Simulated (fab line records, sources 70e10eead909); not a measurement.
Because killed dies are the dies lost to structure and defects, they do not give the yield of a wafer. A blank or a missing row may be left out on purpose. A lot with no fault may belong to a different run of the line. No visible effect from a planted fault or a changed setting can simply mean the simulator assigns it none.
Check for tools in common + flow nand_harc + 4 lots, 12 wafers sampled

WHY IT WAS OPENED
At NHARC_END_SORT_01 the reading killed_at_other is flagged on 2 of 4 lots. Fault-free wafers read 0.5, with a standard deviation of 0.82.
Rule: flag the lot when none of its wafers has a number, or when each of its wafers that has one lies beyond 4 standard deviations from that mean. The other lots count as sound.

| lot  | measured     | on        | killed_at_other, wafer by wafer | flag    |
|------|--------------|-----------|---------------------------------|---------|
| L412 | day 20 03:53 | prober-02 | 0 0 1                           |         |
| L421 | day 23 08:32 | prober-01 | 660 657 654                     | FLAGGED |
| L422 | day 23 16:49 | prober-02 | 634 638 629                     | FLAGGED |
| L427 | day 23 22:50 | prober-01 | 2 0 0                           |         |
Flagged lots average 645.3: +644.8 relative to the usual, that is +99 or more standard deviations.

WHICH TOOL RAN EACH LOT
The record holds 4 process steps before the reading, out of a route of 1159 steps. Every cell lists first the tool, next ch and the chambers used by the sampled wafers, and last the start.
| lot  | flag    | NHARC_THIN_TSV_DEP_43           | NHARC_THIN_TSV_STRIP_45              | NHARC_THIN_TSV_PRE_CLEAN_54  | NHARC_THIN_TSV_PVD_24        |
|------|---------|---------------------------------|--------------------------------------|------------------------------|------------------------------|
| L412 |         | pecvd-04 ch 0,1,2, day 19 06:56 | plasma_asher-02 ch 0,1, day 19 08:49 | pvd_sputter-03, day 19 12:35 | pvd_sputter-03, day 19 12:49 |
| L421 | FLAGGED | pecvd-01 ch 1,2, day 22 16:55   | plasma_asher-01 ch 0,1, day 22 18:53 | pvd_sputter-01, day 22 22:43 | pvd_sputter-01, day 22 22:59 |
| L422 | FLAGGED | pecvd-04 ch 1,2, day 22 18:11   | plasma_asher-02 ch 0,1, day 22 20:00 | pvd_sputter-01, day 23 00:05 | pvd_sputter-01, day 23 00:26 |
| L427 |         | pecvd-04 ch 1,2, day 23 05:42   | plasma_asher-01 ch 0,1, day 23 07:49 | pvd_sputter-03, day 23 11:41 | pvd_sputter-03, day 23 11:55 |
What the steps here do:
- NHARC_THIN_TSV_DEP_43: deposits SiO2, target thk 1328.5 nm.
- NHARC_THIN_TSV_STRIP_45: strips in O2.
- NHARC_THIN_TSV_PRE_CLEAN_54: time 30 s.
- NHARC_THIN_TSV_PVD_24: deposits Al, target thk 800 nm.
- NHARC_END_SORT_01

FLAGGED AGAINST TOTAL, ONE TOOL AT A TIME (gauges that did the reading follow at the end)
| step                        | tool            | lots run | flagged | share of the flagged lots | sound lots run after its first flagged lot |
|-----------------------------|-----------------|----------|---------|---------------------------|--------------------------------------------|
| NHARC_THIN_TSV_DEP_43       | pecvd-01        | 1        | 1       | some                      | 0                                          |
| NHARC_THIN_TSV_DEP_43       | pecvd-04        | 3        | 1       | some                      | 1 (L427)                                   |
| NHARC_THIN_TSV_STRIP_45     | plasma_asher-01 | 2        | 1       | some                      | 1 (L427)                                   |
| NHARC_THIN_TSV_STRIP_45     | plasma_asher-02 | 2        | 1       | some                      | 0                                          |
| NHARC_THIN_TSV_PRE_CLEAN_54 | pvd_sputter-01  | 2        | 2       | all                       | 0                                          |
| NHARC_THIN_TSV_PRE_CLEAN_54 | pvd_sputter-03  | 2        | 0       | none                      | -                                          |
| NHARC_THIN_TSV_PVD_24       | pvd_sputter-01  | 2        | 2       | all                       | 0                                          |
| NHARC_THIN_TSV_PVD_24       | pvd_sputter-03  | 2        | 0       | none                      | -                                          |
| NHARC_END_SORT_01           | prober-01       | 2        | 1       | some                      | 1 (L427)                                   |
| NHARC_END_SORT_01           | prober-02       | 2        | 1       | some                      | 0                                          |

WHAT THE TABLE PERMITS
Every flagged lot went through 2 rows of the table: pvd_sputter-01 at NHARC_THIN_TSV_PRE_CLEAN_54 and pvd_sputter-01 at NHARC_THIN_TSV_PVD_24.
- pvd_sputter-01 at NHARC_THIN_TSV_PRE_CLEAN_54: 2 of its 2 lots flagged. In this sample it ran no sound lot ahead of its first flagged lot, so there is no way to narrow down the start.
- pvd_sputter-01 at NHARC_THIN_TSV_PVD_24: 2 of its 2 lots flagged. In this sample it ran no sound lot ahead of its first flagged lot, so there is no way to narrow down the start.
What remains is a single tool, pvd_sputter-01 at NHARC_THIN_TSV_PRE_CLEAN_54 and NHARC_THIN_TSV_PVD_24.

WHAT THE SIMULATOR PUT IN
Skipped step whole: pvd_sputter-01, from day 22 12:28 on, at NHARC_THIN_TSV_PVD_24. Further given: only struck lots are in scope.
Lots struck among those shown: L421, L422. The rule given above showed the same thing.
